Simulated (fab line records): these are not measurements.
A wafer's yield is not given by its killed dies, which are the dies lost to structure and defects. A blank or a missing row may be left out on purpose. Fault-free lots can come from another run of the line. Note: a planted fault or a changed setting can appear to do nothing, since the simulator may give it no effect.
Split-lot experiment | flow n5 finfet | 21 wafers read from 7 lots, route of 1938 steps

THE SPLIT
At N5_BEOL_M0_CUTY_DESCUM_61 (chemistry O2, time 7.9 s), the setting time s was moved away from the recipe's 7.9 s on 7 of the 21 wafers read, by -22.0% to +18.2%. The other wafers ran this setting at the recipe's value.

No step appears in the file between the split and the reading.

THE READING
CAR-ArF-block_of_BEOL_M0_CUTY_COAT_51.thk nm (the simulator's own value, which no gauge read), in nm, at N5_BEOL_M0_CUTY_ETCH_62 (etches SiARC in CF4, time 58.5 s). The file gives no usual value for it. Across the 14 wafers here that went through the recipe, the average is 118.4 nm and the standard deviation 0.43 nm.

wafer  | tool, chamber at the split | time s as run, s | against the recipe | CAR-ArF-block_of_BEOL_M0_CUTY_COAT_51.thk nm, nm | against lot-mates on the recipe
L074.1 | rie diel-06, 2,0           | 6.162            | -22.0%             | 119                                              | +1.2
L074.5 | rie diel-06, 2,0           | 6.162            | -22.0%             | 119                                              | +1.2
L074.6 | rie diel-06, 3             | 7.9              | recipe             | 117.8                                            | -
L075.1 | rie diel-02, 2,1,2         | 7.9              | recipe             | 118.2                                            | -
L075.5 | rie diel-02, 2,1,2         | 7.9              | recipe             | 118.2                                            | -
L075.4 | rie diel-02, 2,1,2         | 7.9              | recipe             | 118.4                                            | -
L080.3 | rie diel-06, 3             | 7.9              | recipe             | 119.4                                            | -
L080.4 | rie diel-06, 2             | 7.9              | recipe             | 118.8                                            | -
L080.6 | rie diel-06, 1             | 7.9              | recipe             | 119                                              | -
L085.2 | rie diel-02, 3             | 9.335            | +18.2%             | 118                                              | -0.4
L085.3 | rie diel-02, 1             | 7.9              | recipe             | 118.4                                            | -
L085.6 | rie diel-02, 2             | 9.335            | +18.2%             | 117.6                                            | -0.8
L086.1 | rie diel-06, 0             | 7.9              | recipe             | 118.2                                            | -
L086.2 | rie diel-06, 3,1           | 8.882            | +12.4%             | 117.2                                            | -1.0
L086.4 | rie diel-06, 3,1           | 8.882            | +12.4%             | 117                                              | -1.2
L088.2 | rie diel-02, 3             | 7.9              | recipe             | 118.2                                            | -
L088.4 | rie diel-02, 2,1           | 7.9              | recipe             | 118.4                                            | -
L088.5 | rie diel-02, 2,1           | 7.9              | recipe             | 118.4                                            | -
L092.3 | rie diel-05, 1             | 6.175            | -21.8%             | 118.8                                            | +0.9
L092.4 | rie diel-05, 3             | 7.9              | recipe             | 118                                              | -
L092.6 | rie diel-05, 2             | 7.9              | recipe             | 117.8                                            | -
Where a row lists several chambers, the file gives one row for several wafers and doesn't say which wafer went through which chamber.

FIT RESULTS
A straight line over all 21 wafers: CAR-ArF-block_of_BEOL_M0_CUTY_COAT_51.thk nm changes by -0.0372 nm for each +1% of time s; r = -0.68; the points scatter about the line by 0.46 nm.
The same after taking each lot's own level away (the mean of its wafers on the recipe; 21 wafers): -0.0504 nm for each +1%; r = -0.92; scatter 0.24 nm.
According to that fit, moving time s by its largest amount changes the reading by 1.1 nm.
The lots' own levels span 117.80 to 119.07 nm, that is 3.0 times the standard deviation above.
So the lot-to-lot level blurs the effect unless lot-mates are compared.
Check: for one of the wafers moved furthest among these (-22.0%), held out of the fit, the line's prediction against its lot-mates is +1.06 nm. Against them it came out at +1.2 nm.

FURTHER SPLITS ON THESE WAFERS
Other splits were also applied to these wafers ahead of the reading. Each is held against what the fit with the lots' levels taken away leaves over:
other split on the same wafers         | wafers away from the commonest value | r with CAR-ArF-block_of_BEOL_M0_CUTY_COAT_51.thk nm (lot level and that fit taken away)
N5_MOL_CONTACT_COAG_COAT_104 spin rpm  | 5                                    | +0.17
N5_MOL_CONTACT_COAG_ALD_133 ald cycles | 13                                   | -0.21
N5_BEOL_M0_SAQP_COAT_69 spin rpm       | 8                                    | +0.03
N5_BEOL_M0_SAQP_COAT_72 spin rpm       | 5                                    | +0.27

THE WHOLE CHAIN: every reading that the file lists as answering this split, in the file's order
step                      | what it does                     | reading                                                                                       | change (the file's fit)                | r (the file's)
N5_BEOL_M0_CUTY_DESCUM_61 | chemistry O2, time 7.9 s         | CAR-ArF-block_of_BEOL_M0_CUTY_COAT_51.thk nm (the simulator's own value, which no gauge read) | -0.0467 nm for each +1% of the setting | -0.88
N5_BEOL_M0_CUTY_ETCH_62   | etches SiARC in CF4, time 58.5 s | CAR-ArF-block_of_BEOL_M0_CUTY_COAT_51.thk nm (the simulator's own value, which no gauge read) | -0.0489 nm for each +1% of the setting | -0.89

THE FILE'S OWN FIT
CAR-ArF-block_of_BEOL_M0_CUTY_COAT_51.thk nm changes by -0.0489 nm for each +1% of time s, r = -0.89.
